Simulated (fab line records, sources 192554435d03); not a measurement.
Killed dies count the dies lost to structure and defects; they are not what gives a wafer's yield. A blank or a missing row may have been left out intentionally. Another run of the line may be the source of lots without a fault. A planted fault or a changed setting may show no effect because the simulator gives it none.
Which of the tools did it? -- flow n5-finfet -- 24 lots with 72 wafers sampled at 6 steps, on a route of 1938 steps

WHAT THE GAUGES READ, wafer by wafer
N5_BEOL_M10_THK_MEAS_53: measures by xrf. Usual: M10_THK 143 nm, standard deviation 3.
lot,measured,on,M10_THK (nm),flag
L074,day 9 23:52,film-metro-02,143 141 146,
L075,day 10 03:58,film-metro-01,143 141 145,
L076,day 10 07:35,film-metro-02,147 141 139,
L077,day 10 17:16,film-metro-01,137 143 138,
L078,day 10 17:32,film-metro-01,146 141 145,
L079,day 11 00:24,film-metro-02,143 140 142,
L080,day 11 11:00,film-metro-02,140 140 145,
L081,day 12 05:13,film-metro-01,141 139 140,
L082,day 12 12:35,film-metro-02,138 143 142,
L083,day 12 22:38,film-metro-02,144 146 142,
L084,day 13 05:50,film-metro-02,145 144 141,
L085,day 13 07:20,film-metro-02,143 145 145,
L086,day 13 10:51,film-metro-02,145 143 145,
L088,day 13 11:47,film-metro-01,142 145 148,
L087,day 13 19:39,film-metro-02,145 141 146,
L089,day 13 19:05,film-metro-01,142 142 145,
L090,day 14 01:12,film-metro-01,144 145 147,
L094,day 14 23:30,film-metro-02,139 145 141,
L091,day 15 05:14,film-metro-02,147 142 147,
L092,day 15 04:59,film-metro-02,138 149 138,
L093,day 15 05:40,film-metro-02,139 141 145,
L096,day 15 23:58,film-metro-02,146 142 137,
L095,day 16 00:10,film-metro-01,145 140 145,
L097,day 16 05:48,film-metro-01,144 143 141,

WHICH TOOL RAN EACH LOT (tool, then ch and the chambers of the sampled wafers, then the start)
lot,N5_BEOL_M9_STRIP_36,N5_BEOL_M10_HM_DEP_02,N5_BEOL_M10_STRIP_36,N5_BEOL_M10_STRIP_77,N5_BEOL_M10_SPUTTER_48
L074,"rie-diel-06 ch 0,1,3, day 9 15:04","pvd-sputter-03, day 9 19:04","rie-diel-04 ch 0,1,3, day 9 21:33","rie-diel-04 ch 0,1,3, day 9 23:02 or earlier","pvd-sputter-03, day 9 23:02"
L075,"rie-diel-06 ch 1,3, day 9 18:47","pvd-sputter-03, day 9 22:52","rie-diel-04 ch 0,1, day 10 01:29","rie-diel-04 ch 0,1, day 10 03:04 or earlier","pvd-sputter-02, day 10 03:04"
L076,"rie-diel-06 ch 1,3, day 9 22:57","pvd-sputter-02, day 10 03:16","rie-diel-03 ch 0,1,3, day 10 05:13","rie-diel-03 ch 0,1,3, day 10 06:46 or earlier","pvd-sputter-01, day 10 06:46"
L077,"rie-diel-02 ch 1,2,3, day 10 05:10","pvd-sputter-01, day 10 12:11","rie-diel-04 ch 1,3, day 10 14:04","rie-diel-04 ch 1,3, day 10 16:23 or earlier","pvd-sputter-01, day 10 16:23"
L078,"rie-diel-02 ch 0,1,2, day 10 05:43","pvd-sputter-01, day 10 12:39","rie-diel-03 ch 1,3, day 10 15:13","rie-diel-03 ch 1,3, day 10 16:38 or earlier","pvd-sputter-03, day 10 16:38"
L079,"rie-diel-05 ch 2,3, day 10 13:46","pvd-sputter-01, day 10 19:25","rie-diel-04 ch 0,1, day 10 21:16","rie-diel-04 ch 0,1, day 10 23:34 or earlier","pvd-sputter-01, day 10 23:34"
L080,"rie-diel-02 ch 1,2,3, day 10 21:20","pvd-sputter-02, day 11 03:34","rie-diel-04 ch 0,1,3, day 11 07:01","rie-diel-04 ch 0,1,3, day 11 10:11 or earlier","pvd-sputter-03, day 11 10:11"
L081,"rie-diel-06 ch 0,1,3, day 11 17:08","pvd-sputter-03, day 11 22:02","rie-diel-03 ch 0,1,2, day 11 23:47","rie-diel-03 ch 0,1,2, day 12 03:44 or earlier","pvd-sputter-03, day 12 03:44"
L082,"rie-diel-05 ch 0,2,3, day 11 23:39","pvd-sputter-01, day 12 07:25","rie-diel-04 ch 0,1,3, day 12 09:20","rie-diel-04 ch 0,1,3, day 12 11:46 or earlier","pvd-sputter-01, day 12 11:46"
L083,"rie-diel-02 ch 1,2,3, day 12 10:45","pvd-sputter-01, day 12 14:45","rie-diel-03 ch 1,2,3, day 12 18:46","rie-diel-03 ch 1,2,3, day 12 20:10 or earlier","pvd-sputter-01, day 12 20:10"
L084,"rie-diel-05 ch 2,3, day 12 18:46","pvd-sputter-02, day 13 00:07","rie-diel-01 ch 0,2,3, day 13 01:53","rie-diel-01 ch 0,2,3, day 13 04:59 or earlier","pvd-sputter-01, day 13 04:59"
L085,"rie-diel-06 ch 0,2,3, day 12 18:56","pvd-sputter-02, day 13 01:13","rie-diel-03 ch 0,2, day 13 04:14","rie-diel-03 ch 0,2, day 13 06:03 or earlier","pvd-sputter-03, day 13 06:03"
L086,"rie-diel-05 ch 0,1,3, day 12 21:24","pvd-sputter-02, day 13 04:10","rie-diel-04 ch 0,1, day 13 05:46","rie-diel-04 ch 0,1, day 13 09:50 or earlier","pvd-sputter-02, day 13 09:50"
L088,"rie-diel-02 ch 2,3, day 12 23:33","pvd-sputter-01, day 13 04:24","rie-diel-04 ch 0,2, day 13 08:53","rie-diel-04 ch 0,2, day 13 10:32 or earlier","pvd-sputter-01, day 13 10:32"
L087,"rie-diel-05 ch 0,1,3, day 13 08:55","pvd-sputter-03, day 13 15:07","rie-diel-04 ch 0,2, day 13 17:06","rie-diel-04 ch 0,2, day 13 18:50 or earlier","pvd-sputter-02, day 13 18:50"
L089,"rie-diel-06 ch 0,1, day 13 09:11","pvd-sputter-01, day 13 13:55","rie-diel-04 ch 0,1,2, day 13 16:16","rie-diel-04 ch 0,1,2, day 13 17:56 or earlier","pvd-sputter-03, day 13 17:56"
L090,"rie-diel-02 ch 1,2,3, day 13 12:58","pvd-sputter-02, day 13 17:16","rie-diel-04 ch 1,2, day 13 20:11","rie-diel-04 ch 1,2, day 14 00:07 or earlier","pvd-sputter-01, day 14 00:07"
L094,"rie-diel-02 ch 0,1, day 14 13:31","pvd-sputter-03, day 14 17:01","rie-diel-03 ch 1,2,3, day 14 20:55","rie-diel-03 ch 1,2,3, day 14 22:38 or earlier","pvd-sputter-01, day 14 22:38"
L091,"rie-diel-05 ch 1,2,3, day 14 13:33","pvd-sputter-02, day 14 19:26","rie-diel-04 ch 1,2,3, day 15 02:06","rie-diel-04 ch 1,2,3, day 15 03:55 or earlier","pvd-sputter-02, day 15 03:55"
L092,"rie-diel-02 ch 1,2,3, day 14 17:05","pvd-sputter-01, day 14 21:18","rie-diel-04 ch 0,3, day 15 01:38","rie-diel-04 ch 0,3, day 15 03:28 or earlier","pvd-sputter-02, day 15 03:28"
L093,"rie-diel-02 ch 0,1, day 14 19:22","pvd-sputter-02, day 14 22:37","rie-diel-04 ch 0,1,2, day 15 03:14","rie-diel-04 ch 0,1,2, day 15 04:41 or earlier","pvd-sputter-02, day 15 04:41"
L096,"rie-diel-06 ch 1,2,3, day 15 11:40","pvd-sputter-01, day 15 16:38","rie-diel-04 ch 0,2,3, day 15 21:06","rie-diel-04 ch 0,2,3, day 15 23:08 or earlier","pvd-sputter-02, day 15 23:08"
L095,"rie-diel-05 ch 0,1,3, day 15 12:13","pvd-sputter-01, day 15 16:44","rie-diel-03 ch 0,2,3, day 15 21:20","rie-diel-03 ch 0,2,3, day 15 23:21 or earlier","pvd-sputter-02, day 15 23:21"
L097,"rie-diel-06 ch 1,2, day 15 13:46","pvd-sputter-02, day 15 20:06","rie-diel-03 ch 0,2,3, day 16 01:53","rie-diel-03 ch 0,2,3, day 16 04:53 or earlier","pvd-sputter-03, day 16 04:53"
- N5_BEOL_M9_STRIP_36: strips in N2/H2.
- N5_BEOL_M10_HM_DEP_02: deposits TiN, target thk 20 nm.
- N5_BEOL_M10_STRIP_36: strips in N2/H2.
- N5_BEOL_M10_STRIP_77: strips in N2/H2, time 10 s.
- N5_BEOL_M10_SPUTTER_48: material Cu, target thk 12 nm, time 2 s.

AS READ BY THE TOOLS THEMSELVES (means over the sampled wafers that have a number; for cases with no such wafer, the mark the record gives instead)
N5_BEOL_M9_STRIP_36. Usual: drypump-motor-current-A 5.7 A, standard deviation 0.53; oes-product-au 0.79 a.u., standard deviation 0.091; rf-vpp-V 59.5 V, standard deviation 1.5; showerhead-plenum-p-Torr 2.61 Torr, standard deviation 0.098; throttle-valve-pct 23.8 %, standard deviation 0.42.
lot,tool,drypump-motor-current-A (A),oes-product-au (a.u.),rf-vpp-V (V),showerhead-plenum-p-Torr (Torr),throttle-valve-pct (%),flag
L074,rie-diel-06,6.1,0.77,60.0,2.58,23.5,
L075,rie-diel-06,6.5,0.78,58.9,2.66,23.5,
L076,rie-diel-06,6.6,0.81,58.9,2.68,23.4,
L077,rie-diel-02,5.4,0.89,61.0,2.69,23.8,
L078,rie-diel-02,5.3,0.88,59.1,2.68,23.7,
L079,rie-diel-05,5.4,0.73,60.0,2.65,23.9,
L080,rie-diel-02,5.4,0.87,58.9,2.68,23.8,
L081,rie-diel-06,6.1,0.76,60.7,2.58,23.5,
L082,rie-diel-05,5.6,0.71,60.2,2.56,24.0,
L083,rie-diel-02,5.4,0.85,59.9,2.68,23.8,
L084,rie-diel-05,5.2,0.70,58.8,2.63,24.3,
L085,rie-diel-06,5.8,0.78,58.3,2.51,23.6,
L086,rie-diel-05,5.8,0.74,58.6,2.53,23.8,
L088,rie-diel-02,5.2,0.84,60.9,2.67,23.3,
L087,rie-diel-05,5.8,0.74,60.9,2.53,23.8,
L089,rie-diel-06,6.1,0.79,59.2,2.59,23.4,
L090,rie-diel-02,5.4,0.84,60.2,2.68,23.8,
L094,rie-diel-02,5.5,0.84,58.4,2.67,24.2,
L091,rie-diel-05,5.4,0.74,59.6,2.61,24.1,
L092,rie-diel-02,5.4,0.84,59.7,2.67,23.8,
L093,rie-diel-02,5.3,0.77,59.9,2.64,24.0,
L096,rie-diel-06,6.3,0.79,59.1,2.59,23.6,
L095,rie-diel-05,5.8,0.82,59.6,2.63,23.8,
L097,rie-diel-06,6.4,0.83,59.0,2.61,23.5,

N5_BEOL_M10_HM_DEP_02. Usual: throttle-valve-pct at 30.3 %, with a standard deviation of 1.2.
lot,tool,throttle-valve-pct (%),flag
L074,pvd-sputter-03,29.4,
L075,pvd-sputter-03,30.0,
L076,pvd-sputter-02,30.8,
L077,pvd-sputter-01,30.9,
L078,pvd-sputter-01,31.3,
L079,pvd-sputter-01,30.0,
L080,pvd-sputter-02,30.1,
L081,pvd-sputter-03,30.2,
L082,pvd-sputter-01,31.0,
L083,pvd-sputter-01,30.5,
L084,pvd-sputter-02,31.3,
L085,pvd-sputter-02,31.3,
L086,pvd-sputter-02,29.7,
L088,pvd-sputter-01,29.8,
L087,pvd-sputter-03,29.2,
L089,pvd-sputter-01,30.2,
L090,pvd-sputter-02,30.7,
L094,pvd-sputter-03,30.4,
L091,pvd-sputter-02,29.5,
L092,pvd-sputter-01,30.4,
L093,pvd-sputter-02,30.9,
L096,pvd-sputter-01,30.5,
L095,pvd-sputter-01,30.1,
L097,pvd-sputter-02,30.2,

N5_BEOL_M10_STRIP_36. Usual: drypump-motor-current-A 5.8 A, standard deviation 0.34; oes-product-au 0.79 a.u., standard deviation 0.086; rf-vpp-V 59.0 V, standard deviation 1.8; showerhead-plenum-p-Torr 2.55 Torr, standard deviation 0.051; throttle-valve-pct 23.5 %, standard deviation 0.31.
lot,tool,drypump-motor-current-A (A),oes-product-au (a.u.),rf-vpp-V (V),showerhead-plenum-p-Torr (Torr),throttle-valve-pct (%),flag
L074,rie-diel-04,6.0,0.77,60.9,2.57,23.7,
L075,rie-diel-04,6.0,0.76,59.9,2.54,23.8,
L076,rie-diel-03,5.6,0.84,59.3,2.60,23.3,
L077,rie-diel-04,6.0,0.74,56.9,2.59,23.5,
L078,rie-diel-03,5.7,0.85,59.6,2.58,23.4,
L079,rie-diel-04,6.1,0.76,59.8,2.54,23.8,
L080,rie-diel-04,6.0,0.75,60.8,2.56,23.7,
L081,rie-diel-03,5.3,0.76,59.1,2.56,23.3,
L082,rie-diel-04,6.0,0.74,59.5,2.56,23.7,
L083,rie-diel-03,5.5,0.79,57.2,2.54,23.4,
L084,rie-diel-01,5.6,0.74,58.3,2.53,23.6,
L085,rie-diel-03,5.2,0.75,59.3,2.55,23.2,
L086,rie-diel-04,6.0,0.77,58.2,2.55,23.8,
L088,rie-diel-04,6.1,0.84,57.8,2.49,23.3,
L087,rie-diel-04,6.1,0.83,57.4,2.49,23.3,
L089,rie-diel-04,6.1,0.81,59.8,2.52,23.5,
L090,rie-diel-04,6.1,0.86,58.7,2.51,23.3,
L094,rie-diel-03,5.5,0.76,60.6,2.54,23.4,
L091,rie-diel-04,6.0,0.88,59.7,2.55,23.3,
L092,rie-diel-04,6.0,0.79,59.6,2.53,23.7,
L093,rie-diel-04,6.1,0.77,60.5,2.52,23.6,
L096,rie-diel-04,6.0,0.83,60.0,2.51,23.4,
L095,rie-diel-03,5.5,0.77,58.7,2.57,23.3,
L097,rie-diel-03,5.5,0.77,60.2,2.57,23.4,

N5_BEOL_M10_STRIP_77. Usual: drypump-motor-current-A 5.8 A, standard deviation 0.35; oes-product-au 0.79 a.u., standard deviation 0.085; rf-vpp-V 59.2 V, standard deviation 0.85; showerhead-plenum-p-Torr 2.55 Torr, standard deviation 0.051; throttle-valve-pct 23.5 %, standard deviation 0.31.
lot,tool,drypump-motor-current-A (A),oes-product-au (a.u.),rf-vpp-V (V),showerhead-plenum-p-Torr (Torr),throttle-valve-pct (%),flag
L074,rie-diel-04,6.0,0.75,59.5,2.57,23.7,
L075,rie-diel-04,6.1,0.77,59.3,2.54,23.8,
L076,rie-diel-03,5.5,0.83,58.0,2.60,23.3,
L077,rie-diel-04,5.9,0.74,59.5,2.59,23.5,
L078,rie-diel-03,5.7,0.88,59.3,2.58,23.4,
L079,rie-diel-04,6.1,0.77,59.2,2.54,23.8,
L080,rie-diel-04,6.0,0.75,58.9,2.56,23.7,
L081,rie-diel-03,5.3,0.75,59.0,2.56,23.3,
L082,rie-diel-04,6.0,0.74,59.7,2.56,23.7,
L083,rie-diel-03,5.5,0.80,59.7,2.54,23.4,
L084,rie-diel-01,5.6,0.74,59.1,2.53,23.5,
L085,rie-diel-03,5.2,0.75,59.8,2.55,23.2,
L086,rie-diel-04,6.0,0.77,59.3,2.55,23.8,
L088,rie-diel-04,6.1,0.83,58.9,2.49,23.3,
L087,rie-diel-04,6.0,0.83,59.5,2.49,23.3,
L089,rie-diel-04,6.1,0.80,60.2,2.52,23.5,
L090,rie-diel-04,6.1,0.86,59.2,2.51,23.2,
L094,rie-diel-03,5.5,0.77,59.0,2.54,23.4,
L091,rie-diel-04,6.0,0.87,58.5,2.55,23.3,
L092,rie-diel-04,6.0,0.80,58.0,2.53,23.7,
L093,rie-diel-04,6.1,0.78,59.2,2.52,23.6,
L096,rie-diel-04,6.0,0.83,58.5,2.51,23.4,
L095,rie-diel-03,5.4,0.77,58.2,2.57,23.4,
L097,rie-diel-03,5.5,0.77,58.9,2.57,23.3,

N5_BEOL_M10_SPUTTER_48. Usual: throttle-valve-pct at 30.3 %, with a standard deviation of 1.3.
lot,tool,throttle-valve-pct (%),flag
L074,pvd-sputter-03,30.5,
L075,pvd-sputter-02,29.6,
L076,pvd-sputter-01,30.6,
L077,pvd-sputter-01,30.7,
L078,pvd-sputter-03,30.9,
L079,pvd-sputter-01,30.6,
L080,pvd-sputter-03,30.8,
L081,pvd-sputter-03,29.4,
L082,pvd-sputter-01,30.0,
L083,pvd-sputter-01,30.8,
L084,pvd-sputter-01,29.3,
L085,pvd-sputter-03,30.5,
L086,pvd-sputter-02,31.0,
L088,pvd-sputter-01,30.6,
L087,pvd-sputter-02,29.1,
L089,pvd-sputter-03,28.7,
L090,pvd-sputter-01,30.6,
L094,pvd-sputter-01,30.5,
L091,pvd-sputter-02,29.7,
L092,pvd-sputter-02,28.6,
L093,pvd-sputter-02,30.4,
L096,pvd-sputter-02,30.8,
L095,pvd-sputter-02,30.1,
L097,pvd-sputter-03,31.6,

THE ANSWER, worked out from the rows above alone
Rule: take the mean of a lot's wafers that have a number; if it is more than 3 standard deviations from the usual mean, the lot is off. Also off: a lot with no number at a reading for which 4 or more lots have one. The other lots that the step has rows for count as sound. First the gauges in route order, then the tools' own readings, where a lot's mean is used as printed above. At the first step where some lot is off, the reading lying furthest off is the one used; lots without a number count as furthest.
None of the lots is off at any reading shown; this tells nothing.

WHAT THE SIMULATOR HAD INSERTED
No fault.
